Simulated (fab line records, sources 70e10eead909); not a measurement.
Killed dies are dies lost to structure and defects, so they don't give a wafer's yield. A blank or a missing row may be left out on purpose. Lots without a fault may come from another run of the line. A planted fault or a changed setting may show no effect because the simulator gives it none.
Chamber matching | flow nand_harc | NHARC_A_CONTACT_DEP_29 on pecvd-01: 3 sister chambers
The step deposits SiON, target thk 100 nm. 3 wafers are shown with their chamber, then 11 later ones without.

WAFERS WITH THEIR CHAMBER
wafer  | chamber | heater_power_w (W)
L087.3 | 0       | 912
L087.6 | 2       | 875
L089.2 | 1       | 628

WAFERS WITHOUT THEIR CHAMBER
wafer  | heater_power_w (W)
L089.4 | 854
L089.6 | 903
L091.2 | 618
L091.5 | 818
L091.6 | 958
L095.1 | 744
L095.2 | 796
L095.6 | 621
L097.3 | 864
L097.4 | 690
L097.6 | 883

WHICH CHAMBER EACH WENT THROUGH
wafer  | from the rows above          | in truth
L089.4 | can't be placed: 2 or 0      | 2
L089.6 | can't be placed: 0 or 2      | 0
L091.2 | 1                            | 1
L091.5 | can't be placed: 2 or 0      | 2
L091.6 | can't be placed: 0 or 2      | 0
L095.1 | can't be placed: 1 or 2 or 0 | 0
L095.2 | can't be placed: 2 or 0 or 1 | 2
L095.6 | 1                            | 1
L097.3 | can't be placed: 2 or 0      | 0
L097.4 | 1                            | 1
L097.6 | can't be placed: 2 or 0      | 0
Placed correctly: 3 of 11. Can't be placed from these rows: 8 (the true chamber is among the candidates in 8). Placed wrongly: 0.
How it was worked out, from the rows above alone: a wafer's distance from a chamber is the root of the sum, over the readings, of the square of ((its reading less the chamber's mean) divided by the reading's scatter). The wafer belongs to the nearest chamber; if the next one is less than 2 further off, it can't be placed. A chamber's mean is the mean of its shown wafers. The scatter: with one shown wafer a chamber, the root of the mean of the squares of how far each hidden wafer lies from its nearest shown one.
